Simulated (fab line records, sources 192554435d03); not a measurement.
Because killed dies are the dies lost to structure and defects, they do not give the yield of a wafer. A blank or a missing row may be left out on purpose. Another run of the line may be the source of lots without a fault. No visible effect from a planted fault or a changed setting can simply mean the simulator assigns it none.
fab line records	flow n5Finfet
record lots=6	wafers=18	lastDay=16
route steps=1938 shown BEOL_M0_SAQP@674 BEOL_M4@1111
lots that met no fault: taken from a fault-free run of the same line
startH: start of the lot's first displayed wafer, in hours after the record's first day	waitH: how many hours have passed since the lot's step before this one	" unchanged from the row above	L1.1+2: a single row standing in for several wafers	- either no value or no given start	* or withheld: withheld	< > ~ a bound
route shown NAME@n: names a module that has steps shown in the file, with the first one's number in the route	usual: average and standard deviation across the fault-free wafers	same: alike in all rows	chamber/n: place in a boat	sites: the reading at each site	_std_site: the values' standard deviation	_edge_site: the outer-site mean with the inner-site mean subtracted	radiusMm: for every site, how far away it sits from the centre of the wafer	mask NAME#n: copy n	behind: tool/chamber where the wafer was last shaped	hold: what put the lot on hold/how long, in hours/how the hold closed	device: whichever transistor did not switch (one of n, p or np)	end of line: at the end of the route, the tests of the same wafers	a step without rows: its recipe alone	killed: count of dies lost to structure and defects at first sort (not the wafer's yield)	map: a wafer's dies, marking killed ones x, the rest . and places with no die _
set.NAME: the setting that was run; set.NAME@STEP: the one run at that earlier step	model.NAME: the simulator's own value behind a step, which no gauge read
lots at some steps of the route; a table a step, a row a wafer
services: when a tool's chamber went out of use (startH, in hours from the record's first day, below 0 if earlier), for how many hours, and the reason
## steps
# step N5_BEOL_M0_SAQP_STRIP_108
# recipe chemistry=N2/H2	powerW=500	tempC=40	pressureMtorr=50	rfFrequencyHz=6e+07	overashFraction=0.3	biasPowerW=28	h2Frac=0.5	n2FlowSccm=300	h2FlowSccm=300
# usual drypumpMotorCurrentA=5.8/0.5	h2FlowSccm=300.0/0.9	oesProductAu=0.80/0.089	rfVppV=122.3/1	showerheadPlenumPTorr=3.44/0.098	throttleValvePct=18.8/0.36
# same overashFraction=0.3
lot.wafer	tool	chamber	startH	waitH	drypumpMotorCurrentA	h2FlowSccm	oesProductAu	rfHoursCounterH	rfVppV	showerheadPlenumPTorr	throttleValvePct
L921.1	rieDiel-03	3	121.63	0.0	5.8	300.4	0.93	9	121.8	3.45	18.8
L921.2	"	1	"	"	5.9	298.3	0.77	167	121.4	3.48	19.0
L921.5	"	0	"	"	5.3	301.0	0.75	-	121.6	3.49	18.7
L925.2	rieDiel-06	2	142.53	0.0	6.4	298.3	0.72	191	120.5	3.20	19.5
L925.3	"	1	"	"	5.9	300.2	0.96	4	122.7	3.42	18.7
L925.5	"	2	"	"	6.4	298.5	0.72	-	120.9	3.20	19.5
L931.2	rieDiel-03	1	186.50	0.0	5.9	301.2	0.75	185	122.9	3.47	19.1
L931.4	"	0	"	"	5.3	299.9	0.72	172	121.6	3.48	18.7
L931.6	"	3	"	"	5.7	300.5	0.89	-	123.6	3.44	18.9
L932.1	rieDiel-06	1	193.97	0.0	5.9	299.5	0.92	17	122.1	3.42	18.7
L932.3	"	2	"	"	6.4	301.1	0.72	202	121.6	3.20	19.5
L932.6	"	0	"	"	5.0	300.2	0.86	-	122.9	3.54	18.2
L936.3	rieDiel-03	0	213.07	0.0	5.3	301.2	0.72	181	122.4	3.47	18.7
L936.5	"	0	"	"	5.3	300.2	0.72	-	122.0	3.47	18.7
L936.6	"	1	"	"	5.9	299.1	0.73	-	121.2	3.47	19.1
L937.1	rieDiel-03	1	221.37	0.0	5.9	300.0	0.73	200	123.4	3.46	19.1
L937.3	"	2	"	"	6.0	300.5	0.72	206	122.5	3.47	19.0
L937.6	"	0	"	"	5.3	299.6	0.72	-	121.6	3.47	18.7
# step N5_BEOL_M0_SAQP_RECESS_109
# recipe chemistry=HF/NH3	target=SiO2	targetDepthA=30	afsCycles=1	tempC=30	sublimationTempC=180	sublimationTimeS=60
# usual drypumpMotorCurrentA=6.0/0.45	sublimationTempC=180.00/0.17
# same sublimationTimeS=60
lot.wafer	tool	chamber	startH	waitH	drypumpMotorCurrentA	sublimationTempC
L921.1	vaporEtch-01	0	123.10	1.5	5.4	179.59
L921.2	"	1	"	"	6.5	179.90
L921.5	"	0	"	"	5.4	179.80
L925.2	vaporEtch-01	0	142.59	0.0	5.3	180.00
L925.3	"	1	"	"	6.5	180.24
L925.5	"	0	"	"	5.4	179.94
L931.2	vaporEtch-02	1	188.26	1.7	5.8	180.27
L931.4	"	0	"	"	6.3	179.99
L931.6	"	0	"	"	6.3	180.29
L932.1	vaporEtch-02	0	194.20	0.2	6.3	179.92
L932.3	"	1	"	"	5.8	180.41
L932.6	"	1	"	"	5.8	180.07
L936.3	vaporEtch-02	0	213.17	0.1	6.3	180.08
L936.5	"	1	"	"	5.8	180.09
L936.6	"	0	"	"	6.2	179.85
L937.1	vaporEtch-02	0	221.43	0.0	6.3	180.01
L937.3	"	1	"	"	5.8	180.06
L937.6	"	1	"	"	5.8	179.99
# step N5_BEOL_M0_SAQP_SPACER2_ALD_26
# recipe material=SiO2	targetThkA=150	tempC=300	aldPrecursorFamily=BDEAS	aldCoReactant=O2-plasma	pulseTimeS=1	purgeTimeS=2	coReactantPurgeTimeS=2	pressureTorr=2
# usual heaterPowerW=479/62	precursorPulseHeightRel=1.000/0.021
lot.wafer	tool	chamber	startH	waitH	heaterPowerW	precursorPulseHeightRel
L921.1	aldSin-04	0	123.25	0.1	444	1.033
L921.2	"	1	"	"	411	0.985
L921.5	"	0	"	"	431	1.003
L925.2	aldSin-03	2	142.77	0.1	430	1.010
L925.3	"	1	"	"	515	0.982
L925.5	"	2	"	"	428	0.997
L931.2	aldSin-01	3	189.73	1.4	378	0.991
L931.4	"	1	"	"	490	0.956
L931.6	"	2	"	"	500	0.987
L932.1	aldSin-01	3	194.94	0.7	378	1.007
L932.3	"	0	"	"	617	1.003
L932.6	"	0	"	"	597	0.978
L936.3	aldSin-04	2	213.31	0.1	448	1.007
L936.5	"	0	"	"	443	0.989
L936.6	"	1	"	"	412	0.971
L937.1	aldSin-03	3	221.58	0.1	501	1.019
L937.3	"	2	"	"	433	0.999
L937.6	"	2	"	"	442	1.031
# step N5_BEOL_M0_SAQP_SPACER2_ETCHBACK_27
# recipe chemistry=CHF3/O2	mode=anisotropicEtchback	target=SiO2	targetDepthA=225	timeS=11.25	pressureMtorr=30	sourceW=650	biasW=170	Ar_flow_sccm=200	CHF3_flow_sccm=50	O2_flow_sccm=5	ionEnergyEv=200
# usual drypumpMotorCurrentA=5.7/0.56	oes_f_703_au=0.79/0.082	oesProductAu=0.79/0.085	rfVppV=525/4.8	showerheadPlenumPTorr=2.47/0.073	throttleValvePct=18.81/0.26
lot.wafer	tool	chamber	startH	waitH	drypumpMotorCurrentA	oes_f_703_au	oesProductAu	rfHoursCounterH	rfVppV	showerheadPlenumPTorr	throttleValvePct
L921.1	rieDiel-06	2	123.80	0.3	6.4	0.72	0.72	184	515	2.31	19.43
L921.2	"	3	"	"	6.2	0.97	0.99	3	526	2.46	18.22
L921.5	"	0	"	"	5.0	0.91	0.90	-	521	2.55	18.64
L925.2	rieDiel-01	0	143.32	0.3	6.7	0.77	0.76	157	527	2.51	18.83
L925.3	"	2	"	"	5.4	0.70	0.70	223	531	2.48	19.05
L925.5	"	1	"	"	5.0	0.92	0.91	-	517	2.55	18.70
L931.2	rieDiel-03	2	190.28	0.3	6.0	0.73	0.73	192	528	2.48	18.89
L931.4	"	1	"	"	5.9	0.74	0.75	186	530	2.50	19.01
L931.6	"	2	"	"	6.0	0.73	0.73	-	529	2.48	18.90
L932.1	rieDiel-03	1	195.52	0.3	5.9	0.74	0.74	188	529	2.50	19.01
L932.3	"	2	"	"	6.0	0.74	0.72	194	529	2.48	18.90
L932.6	"	0	"	"	5.3	0.73	0.73	-	529	2.49	18.59
L936.3	rieDiel-03	0	213.85	0.3	5.2	0.73	0.72	181	530	2.49	18.58
L936.5	"	1	"	"	5.9	0.72	0.73	-	529	2.49	19.03
L936.6	"	2	"	"	6.0	0.73	0.72	-	529	2.48	18.92
L937.1	rieDiel-06	2	222.15	0.3	6.4	0.71	0.70	211	513	2.30	19.47
L937.3	"	1	"	"	5.9	0.90	0.91	26	527	2.46	18.65
L937.6	"	2	"	"	6.4	0.70	0.69	-	514	2.30	19.44
# step N5_BEOL_M0_SAQP_MANDREL2_REMOVE_110
# recipe chemistry=HBr/Cl2/O2	btTimeS=10	target=a-Si	stopOn=SiCN	endpoint=OES-SiCl	overEtchFrac=1	icpW=600	biasW=30	HBr_flow_sccm=150	Cl2_flow_sccm=80	O2_flow_sccm=5	pressureMtorr=10
# usual drypumpMotorCurrentA=5.7/0.47	oesProductAu=1.005/0.0091	throttleValvePct=36.70/0.26
lot.wafer	tool	chamber	startH	waitH	drypumpMotorCurrentA	oesProductAu	rfHoursCounterH	throttleValvePct
L921.1	rieSi-03	1	123.89	0.1	5.1	1.001	180	36.63
L921.2	"	2	"	"	6.4	1.009	74	36.75
L921.5	"	0	"	"	5.7	1.002	-	36.25
L925.2	rieSi-01	3	143.41	0.1	5.7	0.991	127	36.80
L925.3	"	2	"	"	5.0	1.004	112	37.03
L925.5	"	3	"	"	5.7	0.985	-	36.79
L931.2	rieSi-02	3	190.37	0.1	5.7	1.007	18	36.71
L931.4	"	1	"	"	6.5	1.008	94	37.00
L931.6	"	0	"	"	6.0	1.023	-	36.67
L932.1	rieSi-01	2	195.61	0.1	5.0	1.016	112	37.05
L932.3	"	3	"	"	5.7	0.996	128	36.78
L932.6	"	1	"	"	5.4	0.997	-	36.64
L936.3	rieSi-01	1	213.94	0.1	5.4	1.005	105	36.66
L936.5	"	3	"	"	5.7	0.997	-	36.78
L936.6	"	0	"	"	5.1	1.006	-	37.09
L937.1	rieSi-03	3	222.24	0.1	6.0	1.009	97	36.63
L937.3	"	0	"	"	5.7	1.004	1	35.98
L937.6	"	1	"	"	5.2	1.008	-	36.63
# step N5_BEOL_M0_SAQP_CD_MEAS_29
# recipe targetCdNm=14.4	landingEnergyEv=1000	detector=seInlens
# usual cdNm=15.00/0.22
lot.wafer	tool	chamber	startH	waitH	cdNm
L921.1	cdSem-03	0	124.00	0.1	14.53
L921.2	"	0	"	"	15.07
L921.5	"	0	"	"	15.00
L925.2	cdSem-02	0	143.52	0.1	15.02
L925.3	"	0	"	"	15.20
L925.5	"	0	"	"	14.70
L931.2	cdSem-01	0	190.48	0.1	15.39
L931.4	"	0	"	"	14.92
L931.6	"	0	"	"	15.22
L932.1	cdSem-03	0	195.72	0.1	14.83
L932.3	"	0	"	"	14.94
L932.6	"	0	"	"	15.34
L936.3	cdSem-02	0	214.06	0.1	15.20
L936.5	"	0	"	"	15.16
L936.6	"	0	"	"	15.11
L937.1	cdSem-01	0	222.35	0.1	14.64
L937.3	"	0	"	"	15.19
L937.6	"	0	"	"	14.87
# step N5_BEOL_M0_SAQP_COAT_69
# recipe resist=SOC	tempC=250	timeS=60	spinRpm=1500	resistThkNm=90
# step N5_BEOL_M0_SAQP_COAT_72
# recipe resist=SiARC	tempC=220	timeS=60	spinRpm=1500	resistThkNm=15
# step N5_BEOL_M0_SAQP_COAT_87
# recipe resist=underlayer	tempC=205	timeS=60	spinRpm=1500	resistThkNm=5
# step N5_BEOL_M0_SAQP_COAT_34
# recipe resist=CAR-EUV	spinRpm=1500	resistThkNm=30
# step N5_BEOL_M0_SAQP_EBR_36
# recipe solvent=PGMEA	ebrWidthMm=1.5
# step N5_BEOL_M0_SAQP_SOFTBAKE_35
# recipe tempC=110	timeS=60	resist=CAR-EUV
# step N5_BEOL_M0_SAQP_EXPOSE_37
# recipe maskId=M0_CUT1	na=0.33	sourceShape=annular	sigmaInner=0.35	sigmaOuter=0.8	polarization=unpolarized	targetCdNm=30	doseMj=44.75
# usual exposureDoseMJCm2=44.63/0.057
lot.wafer	tool	chamber	startH	waitH	mask	exposureDoseMJCm2	model.BEOL_M0_SAQP.overlayXNm
L921.1	euvScanner-02	0	124.17	-	M0_CUT1#0	44.67	0
L921.2	"	0	"	"	M0_CUT1#0	44.68	0
L921.5	"	0	"	"	M0_CUT1#0	44.65	0
L925.2	euvScanner-02	0	143.83	-	M0_CUT1#0	44.64	0
L925.3	"	0	"	"	M0_CUT1#0	44.67	0
L925.5	"	0	"	"	M0_CUT1#0	44.64	0
L931.2	euvScanner-02	0	190.66	-	M0_CUT1#0	44.58	3
L931.4	"	0	"	"	M0_CUT1#0	44.58	3
L931.6	"	0	"	"	M0_CUT1#0	44.62	3
L932.1	euvScanner-02	0	195.89	-	M0_CUT1#0	44.53	2.4
L932.3	"	0	"	"	M0_CUT1#0	44.61	2.4
L932.6	"	0	"	"	M0_CUT1#0	44.57	2.4
L936.3	euvScanner-01	0	214.25	-	M0_CUT1#0	44.68	0.4
L936.5	"	0	"	"	M0_CUT1#0	44.64	0.4
L936.6	"	0	"	"	M0_CUT1#0	44.72	0.4
L937.1	euvScanner-01	0	222.52	-	M0_CUT1#0	44.65	-0.2
L937.3	"	0	"	"	M0_CUT1#0	44.66	-0.2
L937.6	"	0	"	"	M0_CUT1#0	44.65	-0.2
# step N5_BEOL_M0_SAQP_PEB_38
# recipe pebTempC=100	pebTimeS=60	resist=CAR-EUV
# step N5_BEOL_M0_SAQP_DEVELOP_39
# recipe developTimeS=30	developer=TMAH	resist=CAR-EUV	rinseLiquid=surfactantRinse	dry=airSpin	devTempC=23
# step N5_BEOL_M0_SAQP_CD_MEAS_40
# recipe targetCdNm=30	landingEnergyEv=500	detector=seInlens
# usual cdNm=30.01/0.22
lot.wafer	tool	chamber	startH	waitH	cdNm
L921.1	cdSem-03	0	124.30	-	30.05
L921.2	"	0	"	"	29.70
L921.5	"	0	"	"	30.16
L925.2	cdSem-01	0	143.95	-	30.42
L925.3	"	0	"	"	30.22
L925.5	"	0	"	"	29.73
L931.2	cdSem-03	0	190.79	-	30.30
L931.4	"	0	"	"	30.05
L931.6	"	0	"	"	30.08
L932.1	cdSem-03	0	196.03	-	29.91
L932.3	"	0	"	"	29.99
L932.6	"	0	"	"	30.01
L936.3	cdSem-03	0	214.38	-	30.05
L936.5	"	0	"	"	30.17
L936.6	"	0	"	"	29.88
L937.1	cdSem-01	0	222.65	-	29.54
L937.3	"	0	"	"	30.24
L937.6	"	0	"	"	30.06
# step N5_BEOL_M0_SAQP_OVL_MEAS_41
# recipe pointsPerWafer=522
# usual M0_CUT1_OVL=-0.2/0.72
lot.wafer	tool	chamber	startH	waitH	M0_CUT1_OVL[nm]
L921.1	overlay-02	0	124.34	0.0	-0.1
L921.2	"	0	"	"	-0.8
L921.5	"	0	"	"	0.4
L925.2	overlay-01	0	143.99	0.0	-0.1
L925.3	"	0	"	"	-0.4
L925.5	"	0	"	"	-0.8
L931.2	overlay-02	0	190.82	0.0	2.7
L931.4	"	0	"	"	2.9
L931.6	"	0	"	"	3.2
L932.1	overlay-02	0	196.06	0.0	2.5
L932.3	"	0	"	"	3.6
L932.6	"	0	"	"	2.8
L936.3	overlay-01	0	214.42	0.0	0.1
L936.5	"	0	"	"	0.6
L936.6	"	0	"	"	0.5
L937.1	overlay-01	0	222.68	0.0	0.4
L937.3	"	0	"	"	-0.1
L937.6	"	0	"	"	-0.3
# step N5_BEOL_M0_SAQP_INSPECT_42
# recipe mode=adi	inspectInstrument=brightfield
# usual rawDefectCount=310/110
lot.wafer	tool	chamber	startH	waitH	rawDefectCount
L921.1	defectInspect-01	-	124.39	0.1	365
L921.2	"	-	"	"	254
L921.5	"	-	"	"	271
L925.2	defectInspect-02	-	144.04	0.0	189
L925.3	"	-	"	"	155
L925.5	"	-	"	"	184
L931.2	defectInspect-01	-	190.87	0.0	382
L931.4	"	-	"	"	400
L931.6	"	-	"	"	341
L932.1	defectInspect-01	-	196.12	0.1	242
L932.3	"	-	"	"	278
L932.6	"	-	"	"	271
L936.3	defectInspect-02	-	214.47	0.0	258
L936.5	"	-	"	"	316
L936.6	"	-	"	"	275
L937.1	defectInspect-01	-	222.74	0.1	399
L937.3	"	-	"	"	304
L937.6	"	-	"	"	357
# step N5_BEOL_M4_RC_MEAS_101
# usual DIBL_N=36.2/1.5	DIBL_P=36.2/1.7	IOFF_N=0.155/0.021	IOFF_P=0.216/0.026	ION_N=674/11	ION_P=464/6.8	SS_N=71.5/0.56	SS_P=73.3/0.6	VT_N=250.2/2.6	VT_P=-249.3/2.5
lot.wafer	tool	chamber	startH	waitH	DIBL_N[mV/V]	DIBL_P[mV/V]	IOFF_N[nA/um]	IOFF_P[nA/um]	ION_N[uA/um]	ION_P[uA/um]	SS_N[mV/dec]	SS_P[mV/dec]	VT_N[mV]	VT_P[mV]
L921.1	prober-01	0	178.33	0.0	36.2	36.7	0.176	0.236	684	461	72.4	73.6	247.2	-246.5
L921.2	"	0	"	"	34.7	34.3	0.140	0.201	678	463	71.4	74.0	251.6	-250.2
L921.5	"	0	"	"	35.4	35.3	0.153	0.210	677	464	71.8	73.5	249.3	-249.5
L925.2	prober-01	0	200.41	0.5	37.9	40.2	0.188	0.252	682	466	71.2	75.0	246.2	-248.4
L925.3	"	0	"	"	35.4	36.8	0.149	0.200	684	466	71.6	73.1	250.3	-250.4
L925.5	"	0	"	"	36.3	37.7	0.154	0.211	689	471	72.0	73.4	249.2	-251.8
L931.2	prober-02	0	241.21	0.2	36.7	36.8	0.158	0.241	679	470	71.4	72.6	248.9	-245.2
L931.4	"	0	"	"	35.6	35.2	0.140	0.219	678	468	70.7	72.4	252.5	-247.7
L931.6	"	0	"	"	36.0	36.1	0.139	0.227	676	474	70.7	72.2	250.7	-248.8
L932.1	prober-02	0	246.92	0.0	38.3	38.3	0.199	0.263	676	464	72.0	74.4	245.1	-246.8
L932.3	"	0	"	"	37.6	36.5	0.173	0.221	667	460	71.3	73.6	247.8	-247.5
L932.6	"	0	"	"	37.2	36.3	0.175	0.221	684	462	72.6	73.6	247.9	-245.2
L936.3	prober-01	0	271.46	0.3	38.9	38.7	0.213	0.273	674	463	72.2	75.0	246.9	-244.7
L936.5	"	0	"	"	37.7	37.6	0.184	0.259	681	470	71.6	73.5	248.7	-245.1
L936.6	"	0	"	"	35.6	36.0	0.155	0.222	683	473	71.5	73.6	248.5	-245.9
L937.1	prober-02	0	275.25	0.0	33.8	33.0	0.116	0.178	662	459	71.2	73.3	255.3	-253.1
L937.3	"	0	"	"	35.8	34.8	0.142	0.208	663	455	71.9	73.2	251.3	-249.5
L937.6	"	0	"	"	34.0	32.9	0.115	0.176	662	463	71.0	72.5	256.5	-249.8
## services
tool	chamber	startH	hours	kind
vaporEtch-02	-	97.82	28.1	pm
euvScanner-01	-	98.66	35.8	repair
rieDiel-03	3	110.81	7.3	repair
rieSi-03	3	130.71	8.9	repair
euvScanner-01	-	134.48	1.0	pm
vaporEtch-02	0	135.02	2.4	repair
euvScanner-01	-	136.74	0.6	repair
rieDiel-03	0	139.33	1.5	repair
euvScanner-01	-	141.11	3.3	repair
euvScanner-02	-	147.16	1.0	pm
rieSi-01	1	149.39	2.1	repair
vaporEtch-02	-	160.94	15.6	pm
euvScanner-01	-	161.25	2.1	repair
euvScanner-02	-	164.16	4.6	pm
rieSi-01	0	169.03	3.3	repair
euvScanner-01	-	171.34	4.6	pm
aldSin-03	-	176.75	14.0	pm
rieDiel-06	2	178.70	3.8	repair
vaporEtch-01	-	180.90	19.1	repair
rieSi-03	0	182.25	5.8	repair
euvScanner-02	-	189.34	0.5	repair
rieDiel-03	3	194.87	4.1	repair
rieDiel-03	3	202.36	63.7	repair
euvScanner-02	-	203.31	1.0	pm
## key
firstSign step=N5_BEOL_M0_SAQP_OVL_MEAS_41	reading=M0_CUT1_OVL	direction=up	sigmas=4.4	usual=-0.2	struck=2.9
effect none on later readings
modelEffect step=N5_BEOL_M0_SAQP_EXPOSE_37	value=BEOL_M0_SAQP.overlayXNm	without=-0.5	struck=2.7
metAt N5_BEOL_M0_SAQP_EXPOSE_37
struckWafers L931.2,L931.4,L931.6,L932.1,L932.3,L932.6
onsetBetween 143.83 190.66
alsoFits N5_BEOL_M0_SAQP_SPACER2_ALD_26:aldSin-01
fault kind=scannerMatchingOverlay	tool=euvScanner-02	chamber=-	onsetH=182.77	steps=N5_BEOL_M0_SAQP_EXPOSE_37	offset=3.1733
